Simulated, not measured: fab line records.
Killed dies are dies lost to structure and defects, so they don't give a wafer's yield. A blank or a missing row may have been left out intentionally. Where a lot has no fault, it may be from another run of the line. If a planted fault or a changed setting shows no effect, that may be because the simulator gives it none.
Which tool did it? || flow nand harc || 7 lots with 21 wafers sampled at 4 steps, on a route of 1302 steps

## WHAT THE GAUGES READ, wafer by wafer
NHARC_THIN_TSV_CD_MEAS_37.
{"lot": "L264", "measured": "day 24 14:12", "on": "cd sem-01", "cd nm (nm)": "4999 4998 5004"}
{"lot": "L268", "measured": "day 26 15:06", "on": "cd sem-01", "cd nm (nm)": "4992 5001 4995"}
{"lot": "L270", "measured": "day 26 23:16", "on": "cd sem-01", "cd nm (nm)": "5001 4995 4992"}
{"lot": "L272", "measured": "day 28 10:37", "on": "cd sem-03", "cd nm (nm)": "4996 4987 4996"}
{"lot": "L278", "measured": "day 30 01:39", "on": "cd sem-02", "cd nm (nm)": "5004 5003 5001"}
{"lot": "L281", "measured": "day 31 06:37", "on": "cd sem-03", "cd nm (nm)": "5001 5004 5005"}

## WHICH TOOL RAN EACH LOT (tool, then ch and the chambers of the sampled wafers, then the start)
{"lot": "L264", "NHARC_P_GATE_DEVELOP_45": "litho track-07 ch 0, day 5 20:00", "NHARC_THIN_TSV_CMP_01": "cmp-01 ch 1,2,3, day 24 05:34", "NHARC_THIN_TSV_PVD_51": "pvd sputter-01, day 24 14:12 or earlier"}
{"lot": "L268", "NHARC_P_GATE_DEVELOP_45": "litho track-03 ch 0, day 7 12:00", "NHARC_THIN_TSV_CMP_01": "cmp-04 ch 1,2,3, day 26 06:33", "NHARC_THIN_TSV_PVD_51": "pvd sputter-03, day 26 15:06 or earlier"}
{"lot": "L270", "NHARC_P_GATE_DEVELOP_45": "litho track-03 ch 0, day 8 15:00", "NHARC_THIN_TSV_CMP_01": "cmp-01 ch 0,1,2, day 26 14:29", "NHARC_THIN_TSV_PVD_51": "pvd sputter-01, day 26 23:16 or earlier"}
{"lot": "L272", "NHARC_P_GATE_DEVELOP_45": "litho track-03 ch 0, day 9 15:00", "NHARC_THIN_TSV_CMP_01": "cmp-04 ch 0,1,3, day 27 20:44", "NHARC_THIN_TSV_PVD_51": "pvd sputter-01, day 28 10:37 or earlier"}
{"lot": "L278", "NHARC_P_GATE_DEVELOP_45": "litho track-03 ch 0, day 11 16:00", "NHARC_THIN_TSV_CMP_01": "cmp-01 ch 0,1, day 29 16:51", "NHARC_THIN_TSV_PVD_51": "pvd sputter-03, day 30 01:39 or earlier"}
{"lot": "L281", "NHARC_P_GATE_DEVELOP_45": "litho track-07 ch 0, day 13 00:00", "NHARC_THIN_TSV_CMP_01": "cmp-01 ch 1,2,3, day 30 21:58", "NHARC_THIN_TSV_PVD_51": "pvd sputter-03, day 31 06:37 or earlier"}
{"lot": "L283", "NHARC_P_GATE_DEVELOP_45": "litho track-07 ch 0, day 14 02:00", "NHARC_THIN_TSV_CMP_01": "-", "NHARC_THIN_TSV_PVD_51": "-"}
- NHARC_P_GATE_DEVELOP_45: time 70 s.
- NHARC_THIN_TSV_CMP_01: polishes.
- NHARC_THIN_TSV_PVD_51: deposits Cu, target thk 100 nm.

## THE ANSWER, worked out from the rows above alone
Rule: the usual values come from the lots themselves. The widest of any qualifying gaps counts: lots, ordered by their means at a reading, are off when they make up no more than a third of the lots, leave a main group of 4 or more, and stand apart from it by 3 or more times the standard deviation of that group's means. If all means in a main group match to the digits the tables above print for the reading, that group is not used. A lot without any number at a reading at which 4 lots or more have one is off too. Where the step has rows for the other lots, those lots are counted as sound.
Across all readings shown, no lot is off: no conclusion can be drawn from this.

## WHAT THE SIMULATOR PUT IN
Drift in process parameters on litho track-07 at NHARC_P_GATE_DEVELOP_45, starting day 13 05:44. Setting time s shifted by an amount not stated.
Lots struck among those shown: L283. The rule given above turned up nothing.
